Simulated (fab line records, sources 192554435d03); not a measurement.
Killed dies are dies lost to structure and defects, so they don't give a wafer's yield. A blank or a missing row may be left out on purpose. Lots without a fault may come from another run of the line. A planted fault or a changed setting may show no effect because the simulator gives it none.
Chamber matching | flow n5_finfet | N5_BEOL_M5_ALD_86 on ald_metal-01: 4 sister chambers
The step deposits TaN, pulse time 2 s, purge time 3 s, co reactant purge time 2 s. 27 wafers are shown with their chamber, then 12 later ones without.

WAFERS WITH THEIR CHAMBER
wafer  | chamber | heater_power_outer_w (W) | heater_power_w (W) | precursor_vessel_pressure_torr (Torr)
L074.2 | 2       | 247                      | 453                | 26.26
L074.3 | 1       | 252                      | 467                | 26.32
L074.4 | 3       | 228                      | 442                | 26.23
L075.3 | 0       | 229                      | 435                | 26.22
L075.5 | 3       | 233                      | 426                | 26.26
L075.6 | 0       | 227                      | 427                | 26.23
L076.2 | 2       | 241                      | 455                | 26.27
L076.5 | 2       | 238                      | 453                | 26.25
L076.6 | 1       | 257                      | 482                | 26.23
L080.1 | 3       | 230                      | 440                | 26.25
L080.4 | 0       | 223                      | 434                | 26.18
L080.5 | 0       | 222                      | 433                | 26.20
L081.2 | 0       | 225                      | 434                | 26.25
L081.4 | 1       | 258                      | 471                | 26.36
L081.6 | 3       | 230                      | 433                | 26.25
L082.1 | 3       | 229                      | 442                | 26.24
L082.2 | 1       | 257                      | 484                | 26.23
L082.4 | 0       | 221                      | 421                | 26.26
L085.2 | 3       | 236                      | 441                | 26.23
L085.3 | 0       | 228                      | 442                | 26.23
L085.6 | 1       | 260                      | 464                | 26.28
L086.1 | 3       | 227                      | 427                | 26.19
L086.2 | 1       | 253                      | 473                | 26.27
L086.4 | 0       | 225                      | 428                | 26.19
L087.2 | 3       | 233                      | 439                | 26.22
L087.3 | 0       | 229                      | 425                | 26.26
L087.6 | 3       | 233                      | 437                | 26.21

SIGNATURES (means of the wafers above)
reading                        | chamber 0 | chamber 1 | chamber 2 | chamber 3 | scatter within a chamber
heater_power_outer_w           | 225.44    | 256.17    | 242.00    | 231.00    | 3.16
heater_power_w                 | 431.00    | 473.50    | 453.67    | 436.33    | 6.45
precursor_vessel_pressure_torr | 26.2244   | 26.2817   | 26.2600   | 26.2311   | 0.0324
Rule: a wafer's distance from a chamber is the root of the sum, over the readings, of the square of ((its reading less the chamber's mean) divided by the reading's scatter). The wafer belongs to the nearest chamber; if the next one is less than 2 further off, it can't be placed. The scatter: the root of (the sum of the squares of (reading less its chamber's mean) over the shown wafers, divided by (wafers less chambers)).

WAFERS WITHOUT THEIR CHAMBER
wafer  | heater_power_outer_w (W) | heater_power_w (W) | precursor_vessel_pressure_torr (Torr)
L092.2 | 257                      | 479                | 26.21
L092.4 | 254                      | 485                | 26.22
L092.6 | 229                      | 429                | 26.26
L093.1 | 220                      | 432                | 26.21
L093.5 | 223                      | 435                | 26.27
L093.6 | 234                      | 435                | 26.30
L094.2 | 219                      | 443                | 26.36
L094.3 | 236                      | 435                | 26.16
L094.5 | 231                      | 439                | 26.20
L097.2 | 242                      | 441                | 26.27
L097.3 | 232                      | 431                | 26.29
L097.6 | 262                      | 462                | 26.27

WHICH CHAMBER EACH WENT THROUGH
wafer  | from the rows above          | in truth
L092.2 | 1                            | 1
L092.4 | 1                            | 1
L092.6 | can't be placed: 3 or 0      | 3
L093.1 | can't be placed: 0 or 3      | 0
L093.5 | can't be placed: 0 or 3      | 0
L093.6 | can't be placed: 3 or 0 or 2 | 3
L094.2 | can't be placed: 0 or 3      | 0
L094.3 | can't be placed: 3 or 0 or 2 | 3
L094.5 | can't be placed: 3 or 0      | 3
L097.2 | can't be placed: 2 or 3      | 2
L097.3 | can't be placed: 3 or 0      | 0
L097.6 | 1                            | 1
Placed correctly: 3 of 12. Can't be placed from these rows: 9 (the true chamber is among the candidates in 9). Placed wrongly: 0.
